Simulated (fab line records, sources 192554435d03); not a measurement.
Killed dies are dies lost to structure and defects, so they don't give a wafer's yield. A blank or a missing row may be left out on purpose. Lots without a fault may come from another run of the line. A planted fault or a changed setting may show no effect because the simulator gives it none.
Which tool did it? | flow n5_finfet | 7 lots, 21 wafers sampled, at 7 steps of a route of 1938

WHAT THE GAUGES READ, wafer by wafer
N5_MOL_CONTACT_COAG_THK_MEAS_29. Usual: MD_CAP_THK 17.88 nm, standard deviation 0.085.
lot  | measured     | on            | MD_CAP_THK (nm)   | flag
L933 | day 5 00:41  | film_metro-01 | 17.94 17.84 17.83 |
L935 | day 5 17:16  | film_metro-01 | 17.91 17.77 17.85 |
L948 | day 10 02:17 | film_metro-02 | 17.99 17.99 19.09 | OFF
L949 | day 10 02:58 | film_metro-01 | 17.96 17.94 18.99 | OFF
L951 | day 10 14:55 | film_metro-01 | 17.91 17.91 17.87 |
L954 | day 12 05:40 | film_metro-01 | 17.87 17.81 17.91 |
L953 | day 12 06:02 | film_metro-01 | 17.86 17.80 17.82 |

N5_BEOL_M4_RC_MEAS_101. Usual: DIBL_N 36.5 mV/V, standard deviation 1.2; DIBL_P 36.5 mV/V, standard deviation 1.6; IOFF_N 0.162 nA/um, standard deviation 0.023; IOFF_P 0.221 nA/um, standard deviation 0.03; ION_N 678 uA/um, standard deviation 8; ION_P 466 uA/um, standard deviation 6.3; SS_N 71.6 mV/dec, standard deviation 0.46; SS_P 73.3 mV/dec, standard deviation 0.57; VT_N 249.2 mV, standard deviation 2.6; VT_P -249 mV, standard deviation 3.3.
lot  | measured     | on        | DIBL_N (mV/V)  | DIBL_P (mV/V)  | IOFF_N (nA/um)    | IOFF_P (nA/um)    | ION_N (uA/um) | ION_P (uA/um) | SS_N (mV/dec)  | SS_P (mV/dec)  | VT_N (mV)         | VT_P (mV)      | flag
L933 | day 8 15:49  | prober-02 | 38.6 36.6 37.1 | 36.2 34.8 34.5 | 0.178 0.144 0.149 | 0.225 0.207 0.197 | 683 665 679   | 463 460 463   | 71.8 71.2 72.2 | 73.7 73.2 72.9 | 247.0 249.8 249.5 | -252 -250 -252 |
L935 | day 11 02:35 | prober-02 | 35.9 38.2 34.9 | 36.2 38.8 34.9 | 0.143 0.187 0.126 | 0.197 0.249 0.177 | 676 691 664   | 470 468 458   | 71.2 71.9 71.0 | 73.5 74.2 73.4 | 251.3 247.9 253.5 | -252 -249 -254 |
L948 | day 14 00:28 | prober-02 | 36.4 35.2 35.3 | 36.0 34.9 34.5 | 0.158 0.139 0.131 | 0.192 0.184 0.173 | 674 671 667   | 459 460 463   | 72.3 71.1 71.5 | 73.2 73.0 72.2 | 247.5 249.5 254.4 | -252 -252 -253 |
L949 | day 14 08:17 | prober-02 | 35.0 35.2 36.1 | 36.7 35.8 37.5 | 0.145 0.135 0.160 | 0.218 0.209 0.250 | 684 681 686   | 475 474 481   | 71.1 71.5 71.6 | 73.9 73.2 73.1 | 249.7 251.7 249.6 | -248 -251 -246 |
L951 | day 14 11:44 | prober-01 | 36.2 35.3 34.6 | 38.9 38.1 36.3 | 0.194 0.165 0.152 | 0.254 0.232 0.215 | 695 677 678   | 471 464 465   | 72.0 72.7 71.9 | 73.8 72.7 73.0 | 247.0 248.3 251.2 | -246 -248 -247 |
L954 | day 16 01:32 | prober-02 | 37.5 37.1 35.6 | 37.2 36.5 34.3 | 0.169 0.147 0.125 | 0.210 0.203 0.176 | 675 669 668   | 462 462 459   | 72.1 72.0 70.9 | 73.1 72.9 73.2 | 250.7 251.4 253.9 | -251 -249 -252 |
L953 | day 16 04:32 | prober-01 | 38.0 37.1 36.0 | 36.7 35.6 34.9 | 0.167 0.155 0.138 | 0.214 0.203 0.189 | 674 677 672   | 462 465 464   | 72.0 71.5 71.7 | 74.3 72.9 73.1 | 246.7 248.8 250.6 | -249 -250 -249 |

WHICH TOOL RAN EACH LOT (tool, then ch and the chambers of the sampled wafers, then the start)
lot  | N5_MOL_CONTACT_COAG_DESCUM_13      | N5_MOL_CONTACT_COAG_STRIP_98       | N5_MOL_CONTACT_COAG_SIL_ANNEAL_21 | N5_MOL_CONTACT_COAG_CMP_23    | N5_MOL_CONTACT_COAG_ETCH_47
L933 | rie_diel-06 ch 1,2, day 4 15:17    | rie_diel-06 ch 1,2, day 4 15:37    | rtp_anneal-01 ch 0, day 4 18:05   | cmp-01 ch 0,1, day 4 21:52    | rie_diel-04 ch 0,1,2, day 5 03:26
L935 | rie_diel-04 ch 0,1,2, day 5 08:01  | rie_diel-04 ch 0,1,2, day 5 08:21  | rtp_anneal-01 ch 0, day 5 09:27   | cmp-01 ch 1,2,3, day 5 14:35  | rie_diel-04 ch 0,2,3, day 5 19:20
L948 | rie_diel-06 ch 0,2,3, day 9 19:32  | rie_diel-06 ch 0,2,3, day 9 19:52  | rtp_anneal-02 ch 0, day 9 20:54   | cmp-01 ch 0,3, day 9 23:10    | rie_diel-01 ch 0,1,3, day 10 03:52
L949 | rie_diel-01 ch 0,3, day 9 19:46    | rie_diel-01 ch 0,3, day 9 20:05    | rtp_anneal-01 ch 0, day 9 21:13   | cmp-01 ch 0,1,3, day 9 23:31  | rie_diel-06 ch 2,3, day 10 04:32
L951 | rie_diel-01 ch 0,1,3, day 10 02:35 | rie_diel-01 ch 0,1,3, day 10 02:55 | rtp_anneal-01 ch 0, day 10 06:10  | cmp-02 ch 1,2, day 10 12:16   | rie_diel-06 ch 0,1,2, day 10 18:05
L954 | rie_diel-04 ch 0,2,3, day 11 17:04 | rie_diel-04 ch 0,2,3, day 11 17:24 | rtp_anneal-02 ch 0, day 11 21:25  | cmp-03 ch 0,1,2, day 12 01:23 | rie_diel-01 ch 0,2,3, day 12 12:31
L953 | rie_diel-04 ch 1,2,3, day 11 18:13 | rie_diel-04 ch 1,2,3, day 11 18:32 | rtp_anneal-01 ch 0, day 11 21:34  | cmp-03 ch 1,3, day 12 01:52   | rie_diel-06 ch 0,1,2, day 12 12:50
- N5_MOL_CONTACT_COAG_DESCUM_13: chemistry O2, time 7 s.
- N5_MOL_CONTACT_COAG_STRIP_98: strips in N2/H2.
- N5_MOL_CONTACT_COAG_SIL_ANNEAL_21: time 60 s.
- N5_MOL_CONTACT_COAG_CMP_23: polishes, stops on SiO2, t overpolish 1.5 s, target thk 0 nm.
- N5_MOL_CONTACT_COAG_ETCH_47: etches SiNx in CH3F/O2, stops on W, target depth 27 nm.

WHAT THE TOOLS THEMSELVES READ (means of the sampled wafers that have a number; where no wafer has one, the mark that the record gives instead)
N5_MOL_CONTACT_COAG_DESCUM_13. Usual: drypump_motor_current_A 5.8 A, standard deviation 0.42; oes_product_au 0.79 a.u., standard deviation 0.057; rf_fwd_power_W 49.40 W, standard deviation 0.2; rf_vpp_V 243.8 V, standard deviation 1.2; showerhead_plenum_p_Torr 2.13 Torr, standard deviation 0.061; throttle_valve_pct 20.45 %, standard deviation 0.19.
lot  | tool        | drypump_motor_current_A (A) | oes_product_au (a.u.) | rf_fwd_power_W (W) | rf_vpp_V (V) | showerhead_plenum_p_Torr (Torr) | throttle_valve_pct (%) | flag
L933 | rie_diel-06 | 5.3                         | 0.80                  | 49.48              | 244.2        | 2.17                            | 20.33                  |
L935 | rie_diel-04 | 5.7                         | 0.75                  | 49.28              | 243.6        | 2.08                            | 20.52                  |
L948 | rie_diel-06 | 5.6                         | 0.74                  | 49.29              | 242.9        | 2.12                            | 20.49                  |
L949 | rie_diel-01 | 5.7                         | 0.82                  | 49.26              | 243.9        | 2.17                            | 20.51                  |
L951 | rie_diel-01 | 5.7                         | 0.80                  | 49.61              | 245.0        | 2.14                            | 20.47                  |
L954 | rie_diel-04 | 6.1                         | 0.77                  | 49.41              | 244.1        | 2.18                            | 20.52                  |
L953 | rie_diel-04 | 5.7                         | 0.74                  | 49.47              | 243.7        | 2.14                            | 20.46                  |

N5_MOL_CONTACT_COAG_STRIP_98. Usual: drypump_motor_current_A 5.8 A, standard deviation 0.42; n2_flow_sccm 300.0 sccm, standard deviation 0.96; oes_product_au 0.79 a.u., standard deviation 0.057; rf_vpp_V 54.3 V, standard deviation 1.6; showerhead_plenum_p_Torr 3.41 Torr, standard deviation 0.092; throttle_valve_pct 18.9 %, standard deviation 0.34.
lot  | tool        | drypump_motor_current_A (A) | n2_flow_sccm (sccm) | oes_product_au (a.u.) | rf_vpp_V (V) | showerhead_plenum_p_Torr (Torr) | throttle_valve_pct (%) | flag
L933 | rie_diel-06 | 5.3                         | 300.3               | 0.80                  | 55.1         | 3.47                            | 19.0                   |
L935 | rie_diel-04 | 5.7                         | 300.4               | 0.75                  | 54.4         | 3.35                            | 18.9                   |
L948 | rie_diel-06 | 5.7                         | 299.9               | 0.75                  | 53.9         | 3.39                            | 19.1                   |
L949 | rie_diel-01 | 5.7                         | 300.4               | 0.82                  | 56.8         | 3.47                            | 19.1                   |
L951 | rie_diel-01 | 5.7                         | 299.8               | 0.81                  | 54.5         | 3.43                            | 19.0                   |
L954 | rie_diel-04 | 6.1                         | 300.2               | 0.78                  | 53.5         | 3.50                            | 19.0                   |
L953 | rie_diel-04 | 5.8                         | 301.0               | 0.74                  | 55.3         | 3.43                            | 18.8                   |

N5_MOL_CONTACT_COAG_SIL_ANNEAL_21. Usual: lamp_power_pct 6.22 %, standard deviation 0.15; lamp_zone_3_pct 6.22 %, standard deviation 0.15; lamp_zone_6_pct 6.16 %, standard deviation 0.15; wafer_temp_C_max 551.6, standard deviation 0.62.
lot  | tool          | lamp_power_pct (%) | lamp_zone_3_pct (%) | lamp_zone_6_pct (%) | wafer_temp_C_max | flag
L933 | rtp_anneal-01 | 6.09               | 6.08                | 6.03                | 551.2            |
L935 | rtp_anneal-01 | 6.09               | 6.09                | 6.04                | 550.9            |
L948 | rtp_anneal-02 | 6.39               | 6.40                | 6.33                | 552.4            |
L949 | rtp_anneal-01 | 6.09               | 6.09                | 6.03                | 551.1            |
L951 | rtp_anneal-01 | 6.08               | 6.09                | 6.03                | 551.1            |
L954 | rtp_anneal-02 | 6.39               | 6.40                | 6.34                | 552.0            |
L953 | rtp_anneal-01 | 6.08               | 6.09                | 6.03                | 551.4            |

N5_MOL_CONTACT_COAG_CMP_23. Usual: motor_current_A 8.6 A, standard deviation 1.3; overpolish_run_s 1.499 s, standard deviation 0.0087; time_to_endpoint_s 10.0 s, standard deviation 2.2.
lot  | tool   | motor_current_A (A) | overpolish_run_s (s) | time_to_endpoint_s (s) | flag
L933 | cmp-01 | 8.6                 | 1.502                | 4.5                    |
L935 | cmp-01 | 8.0                 | 1.504                | 7.3                    |
L948 | cmp-01 | 7.6                 | 1.507                | 13.6                   |
L949 | cmp-01 | 8.0                 | 1.495                | 13.2                   |
L951 | cmp-02 | 8.0                 | 1.493                | 7.8                    |
L954 | cmp-03 | 9.4                 | 1.491                | 12.0                   |
L953 | cmp-03 | 11.0                | 1.496                | 10.6                   |

N5_MOL_CONTACT_COAG_ETCH_47. Usual: O2_flow_sccm 20.00 sccm, standard deviation 0.062; bias_w 72.99 W, standard deviation 0.22; drypump_motor_current_A 5.8 A, standard deviation 0.41; etch_rf_on_time_s 31.1 s, standard deviation 0.35; oes_product_au 0.70 a.u., standard deviation 0.05; rf_fwd_power_W 386.1 W, standard deviation 1.6; rf_vpp_V 298 V, standard deviation 4; showerhead_plenum_p_Torr 2.03 Torr, standard deviation 0.052; throttle_valve_pct 16.38 %, standard deviation 0.21.
lot  | tool        | O2_flow_sccm (sccm) | bias_w (W) | drypump_motor_current_A (A) | etch_rf_on_time_s (s) | oes_product_au (a.u.) | rf_fwd_power_W (W) | rf_vpp_V (V) | showerhead_plenum_p_Torr (Torr) | throttle_valve_pct (%) | flag
L933 | rie_diel-04 | 20.05               | 73.00      | 5.7                         | 31.5                  | 0.67                  | 385.5              | 295          | 1.99                            | 16.44                  |
L935 | rie_diel-04 | 20.02               | 73.21      | 6.1                         | 31.4                  | 0.65                  | 387.4              | 298          | 2.01                            | 16.52                  |
L948 | rie_diel-01 | 20.04               | 73.09      | 5.7                         | 31.6                  | 0.72                  | 387.4              | 299          | 2.04                            | 16.40                  |
L949 | rie_diel-06 | 20.03               | 72.74      | 5.6                         | 31.5                  | 0.67                  | 386.8              | 298          | 2.03                            | 16.30                  |
L951 | rie_diel-06 | 20.04               | 73.06      | 5.6                         | 31.3                  | 0.68                  | 385.2              | 298          | 2.03                            | 16.39                  |
L954 | rie_diel-01 | 19.95               | 73.12      | 5.9                         | 31.1                  | 0.70                  | 385.7              | 299          | 2.02                            | 16.48                  |
L953 | rie_diel-06 | 20.00               | 72.95      | 5.6                         | 31.3                  | 0.66                  | 384.4              | 300          | 2.02                            | 16.42                  |

THE ANSWER, worked out from the rows above alone
Rule: a lot is off if the mean of its wafers that have a number lies more than 3 standard deviations from the usual mean. A lot without any number at a reading at which 4 lots or more have one is off too. The other lots that the step has rows for count as sound. The gauges are gone through in route order, then the tools' own readings, and for those a lot's mean is taken as printed above. The first step at which some lot is off is used, and at that step the reading that is off furthest; a lot without a number counts as furthest.
Off: L948, L949, at N5_MOL_CONTACT_COAG_THK_MEAS_29 (MD_CAP_THK).
A tool fits if, at a process step before that reading, it ran every lot that is off, and no sound lot after the first of them. The gauges at N5_MOL_CONTACT_COAG_THK_MEAS_29 are tried like those tools. One fits: cmp-01 at N5_MOL_CONTACT_COAG_CMP_23. Its last sound lot is L935 (day 5 14:35), its first lot that is off L948 (day 9 23:10): a fault that began between those two fits.

WHAT THE SIMULATOR HAD PUT IN
Process parameter drift: cmp-01, from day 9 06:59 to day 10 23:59, at N5_MOL_CONTACT_COAG_CMP_23. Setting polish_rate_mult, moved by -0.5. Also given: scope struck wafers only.
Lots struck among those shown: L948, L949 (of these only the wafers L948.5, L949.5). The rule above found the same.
